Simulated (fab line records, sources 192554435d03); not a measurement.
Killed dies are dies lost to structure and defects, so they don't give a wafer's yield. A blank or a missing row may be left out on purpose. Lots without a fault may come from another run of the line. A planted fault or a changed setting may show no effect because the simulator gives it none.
Chamber matching | flow n5_finfet | N5_SDB_ETCH_17 on rie_diel-05: 4 sister chambers
The step etches SiARC in CF4, target depth 23.4 nm, time 39 s. 14 wafers are shown with their chamber, then 7 later ones without.

WAFERS WITH THEIR CHAMBER
wafer  | chamber | throttle_valve_pct (%) | drypump_motor_current_A (A) | showerhead_plenum_p_Torr (Torr)
L079.1 | 1       | 15.39                  | 5.6                         | 2.25
L079.4 | 0       | 15.98                  | 5.1                         | 2.03
L079.6 | 1       | 15.38                  | 5.7                         | 2.25
L081.3 | 0       | 15.99                  | 5.1                         | 2.02
L081.5 | 0       | 15.99                  | 5.1                         | 2.02
L081.6 | 1       | 15.38                  | 5.6                         | 2.24
L082.1 | 1       | 15.37                  | 5.6                         | 2.24
L082.4 | 3       | 15.76                  | 5.9                         | 2.12
L082.6 | 1       | 15.40                  | 5.6                         | 2.24
L084.1 | 3       | 15.76                  | 5.9                         | 2.12
L084.2 | 1       | 15.39                  | 5.6                         | 2.24
L084.6 | 2       | 14.97                  | 5.8                         | 2.19
L086.1 | 2       | 14.98                  | 5.8                         | 2.19
L086.5 | 3       | 15.78                  | 5.9                         | 2.11

SIGNATURES (means of the wafers above)
reading                  | chamber 0 | chamber 1 | chamber 2 | chamber 3 | scatter within a chamber
throttle_valve_pct       | 15.9867   | 15.3850   | 14.9750   | 15.7667   | 0.00966
drypump_motor_current_A  | 5.100     | 5.617     | 5.800     | 5.900     | 0.0289
showerhead_plenum_p_Torr | 2.0233    | 2.2433    | 2.1900    | 2.1167    | 0.00516
Rule: a wafer's distance from a chamber is the root of the sum, over the readings, of the square of ((its reading less the chamber's mean) divided by the reading's scatter). The wafer belongs to the nearest chamber; if the next one is less than 2 further off, it can't be placed. The scatter: the root of (the sum of the squares of (reading less its chamber's mean) over the shown wafers, divided by (wafers less chambers)).

WAFERS WITHOUT THEIR CHAMBER
wafer  | throttle_valve_pct (%) | drypump_motor_current_A (A) | showerhead_plenum_p_Torr (Torr)
L086.6 | 15.47                  | 5.1                         | 2.28
L091.1 | 15.01                  | 5.7                         | 2.18
L091.2 | 15.80                  | 5.9                         | 2.11
L091.3 | 15.43                  | 5.7                         | 2.24
L097.3 | 15.45                  | 5.6                         | 2.23
L097.4 | 15.03                  | 5.8                         | 2.18
L097.6 | 15.83                  | 5.9                         | 2.11

WHICH CHAMBER EACH WENT THROUGH
wafer  | from the rows above | in truth
L086.6 | 1                   | 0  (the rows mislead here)
L091.1 | 2                   | 2
L091.2 | 3                   | 3
L091.3 | 1                   | 1
L097.3 | 1                   | 1
L097.4 | 2                   | 2
L097.6 | 3                   | 3
Placed correctly: 6 of 7. Can't be placed from these rows: 0. Placed wrongly: 1.
